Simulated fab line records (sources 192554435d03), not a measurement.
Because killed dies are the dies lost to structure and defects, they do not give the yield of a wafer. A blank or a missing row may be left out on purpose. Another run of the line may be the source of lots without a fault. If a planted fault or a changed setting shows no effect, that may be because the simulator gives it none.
A lot that was struck, set against a sound lot	flow n5Finfet	24 out of 1938 route steps
Sound: these wafers, L919.2, L919.5, L919.6. Wafers L925.1, L925.5, L925.6 were the ones struck. At the end, the cause is stated.
Per side, at each step with rows, come the tool, then ch with its chambers, and then its first start. Under that, the readings that differ: sound wafers	struck wafers	difference of the means	sigmas: that difference in standard deviations of wafers without a fault.
alike: words and numbers the same on both sides, and readings whose means are apart by under 2 such deviations; not compared: readings that were withheld, readings missing a value for some wafer, numbers with overlapping values and no deviation given by the record, and bounds like >300 which may hide the same value.
A row with sigmas, a row that says differs or no value, or rows on one side alone: a step with any of these is where the two part. Numbers that have no deviation but don't overlap get no sigmas and don't part them. A reading that every wafer of one side lacks parts them only if that side has two wafers or more.

N5_BEOL_M6_INSPECT_13: inspects for defects (brightfield).
  sound: defectInspect-01 at day 10 03:16; struck: defectInspect-01 at day 11 21:07
  alike: rawDefectCount
then, 1 step without rows for these wafers: N5_BEOL_M6_DESCUM_16 (chemistry O2, time 7.9 s).
N5_BEOL_M6_ETCH_61: etches SiARC in CF4, target depth 45.5 nm, time 75.8 s.
  sound on rieDiel-04 ch 0,1,2, day 10 03:20; struck on rieDiel-04 ch 0,1,2, day 11 21:11
  alike: cf4FlowSccm, drypumpMotorCurrentA, etchRfOnTimeS, oesProductAu, rfVppV, showerheadPlenumPTorr, throttleValvePct
  not compared: rfHoursCounterH
N5_BEOL_M6_ETCH_62: etches SOC in N2/H2, target depth 110 nm, overetch 22 nm, time 165 s.
  sound on rieDiel-04 ch 0,1,2, day 10 03:23; struck on rieDiel-04 ch 0,1,2, day 11 21:15
  alike: drypumpMotorCurrentA, oesProductAu, rfVppV, showerheadPlenumPTorr, throttleValvePct
  not compared: rfHoursCounterH
then, 1 step without rows for these wafers: N5_BEOL_M6_STRIP_68 (strips in N2/H2).
N5_BEOL_M6_STRIP_67: strips in CF4.
  sound on rieDiel-04 ch 0,1,2, day 10 03:32; struck on rieDiel-04 ch 0,1,2, day 11 21:23
  alike: cf4FlowSccm, drypumpMotorCurrentA, oesProductAu, rfVppV, showerheadPlenumPTorr, throttleValvePct
  not compared: rfHoursCounterH
N5_BEOL_M6_HM_OPEN_17: chemistry Cl2/BCl3, target TiN, target depth 20 nm, overetch 6 nm.
  sound on rieMetal-02 ch 0,1, day 10 03:35; struck on rieMetal-02 ch 0,1, day 11 21:26
  alike: bcl3FlowSccm, drypumpMotorCurrentA, mfcCl2Sccm, oesProductAu, throttleValvePct
  not compared: rfHoursCounterH
N5_BEOL_M6_STRIP_19: strips in O2.
  sound on rieDiel-05 ch 1,2, day 10 03:53; struck on rieDiel-05 ch 0,2,3, day 11 21:33
  alike: drypumpMotorCurrentA, oesProductAu, rfVppV, showerheadPlenumPTorr, throttleValvePct
  not compared: rfHoursCounterH
N5_BEOL_M6_CD_MEAS_18: pitch 80 nm, target cd 40 nm.
  sound: cdSem-03 at day 10 03:57; struck: cdSem-01 at day 11 21:37
  alike: cdNm
then, 3 steps without rows for these wafers: N5_BEOL_M6_COAT_63 (time 60 s, resist thk 60 nm); N5_BEOL_M6_COAT_64 (time 60 s, resist thk 12 nm); N5_BEOL_M6_COAT_71 (time 60 s, resist thk 5 nm).
N5_BEOL_M6_COAT_22: resist thk 30 nm.
  sound on lithoTrack-03 ch 0, day 10 04:55; struck on lithoTrack-03 ch 0, day 11 21:48
reading	sound	struck	difference	sigmas
spinSpeedRpm (rpm)	1499.8 1498.3 1500.6	1570.3 1569.1 1568.2	+69.6	+75
model.CAR-EUV_of_BEOL_M6_COAT_22.thkNm (nm)	30 30 30	29.4 29.4 29.4	-0.6	
then, 5 steps without rows for these wafers: N5_BEOL_M6_EBR_24; N5_BEOL_M6_SOFTBAKE_23 (time 60 s); N5_BEOL_M6_EXPOSE_25 (exposes mask V5, target cd 40 nm); N5_BEOL_M6_PEB_26 (peb time 60 s); N5_BEOL_M6_DEVELOP_27 (develop time 30 s).
N5_BEOL_M6_CD_MEAS_28: target cd 40 nm.
  sound on cdSem-03 ch 0, day 10 05:11; struck on cdSem-02 ch 0, day 11 22:04
  alike: cdNm
N5_BEOL_M6_OVL_MEAS_29:
  sound on overlay-02 ch 0, day 10 05:13; struck on overlay-02 ch 0, day 11 22:05
  alike: V5_OVL
N5_BEOL_M6_INSPECT_30: inspects for defects (brightfield).
  sound: defectInspect-02 at day 10 05:17; struck: defectInspect-01 at day 11 22:09
  alike: rawDefectCount
N5_BEOL_M6_DESCUM_33: chemistry O2, time 7 s.
  sound on rieDiel-05 ch 0,3, day 10 05:19; struck on rieDiel-05 ch 0,2, day 11 22:11
reading	sound	struck	difference	sigmas
model.CAR-EUV_of_BEOL_M6_COAT_22.thkNm (nm)	26 26 26	25.4 25.4 25.4	-0.6	
  alike: drypumpMotorCurrentA, oesProductAu, rfVppV, showerheadPlenumPTorr, throttleValvePct
  not compared: rfHoursCounterH
then, 2 steps without rows for these wafers: N5_BEOL_M6_ETCH_72 (etches underlayer in N2/H2, target depth 6.5 nm, time 5.2 s); N5_PASSIVATION_PROBE_49.

## WHERE THEY PART
Within this record, at N5_BEOL_M6_COAT_22 only. Later steps at which nothing parts them and some readings are alike: N5_BEOL_M6_CD_MEAS_28, N5_BEOL_M6_OVL_MEAS_29, N5_BEOL_M6_INSPECT_30, N5_BEOL_M6_DESCUM_33.

WHY: whatever the simulator had introduced
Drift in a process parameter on lithoTrack-03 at N5_BEOL_M6_COAT_22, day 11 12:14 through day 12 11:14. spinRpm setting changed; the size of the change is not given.
